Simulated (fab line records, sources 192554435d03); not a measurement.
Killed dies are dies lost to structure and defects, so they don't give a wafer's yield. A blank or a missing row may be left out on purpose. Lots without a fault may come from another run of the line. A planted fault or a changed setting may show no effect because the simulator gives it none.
Chamber matching | flow n5_finfet | N5_BEOL_M1_ALD_98 on ald_sin-04: 4 sister chambers
The step deposits SiO2, target thk 2.5 nm, pulse time 1 s, co reactant pulse time 1 s. 4 wafers are shown with their chamber, then 11 later ones without.

WAFERS WITH THEIR CHAMBER
wafer  | chamber | heater_power_w (W)
L087.2 | 2       | 81
L088.3 | 1       | 83
L088.5 | 3       | 64
L091.2 | 0       | 75

WAFERS WITHOUT THEIR CHAMBER
wafer  | heater_power_w (W)
L091.3 | 81
L091.5 | 75
L092.2 | 75
L092.4 | 88
L092.6 | 77
L093.1 | 75
L093.2 | 81
L093.5 | 63
L097.2 | 83
L097.3 | 63
L097.5 | 62

WHICH CHAMBER EACH WENT THROUGH
wafer  | from the rows above     | in truth
L091.3 | can't be placed: 2 or 1 | 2
L091.5 | 0                       | 0
L092.2 | 0                       | 0
L092.4 | can't be placed: 1 or 2 | 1
L092.6 | can't be placed: 0 or 2 | 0
L093.1 | 0                       | 0
L093.2 | can't be placed: 2 or 1 | 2
L093.5 | 3                       | 3
L097.2 | can't be placed: 1 or 2 | 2
L097.3 | 3                       | 3
L097.5 | 3                       | 3
Placed correctly: 6 of 11. Can't be placed from these rows: 5 (the true chamber is among the candidates in 5). Placed wrongly: 0.
How it was worked out, from the rows above alone: a wafer's distance from a chamber is the root of the sum, over the readings, of the square of ((its reading less the chamber's mean) divided by the reading's scatter). The wafer belongs to the nearest chamber; if the next one is less than 2 further off, it can't be placed. A chamber's mean is the mean of its shown wafers. The scatter: with one shown wafer a chamber, the root of the mean of the squares of how far each hidden wafer lies from its nearest shown one.
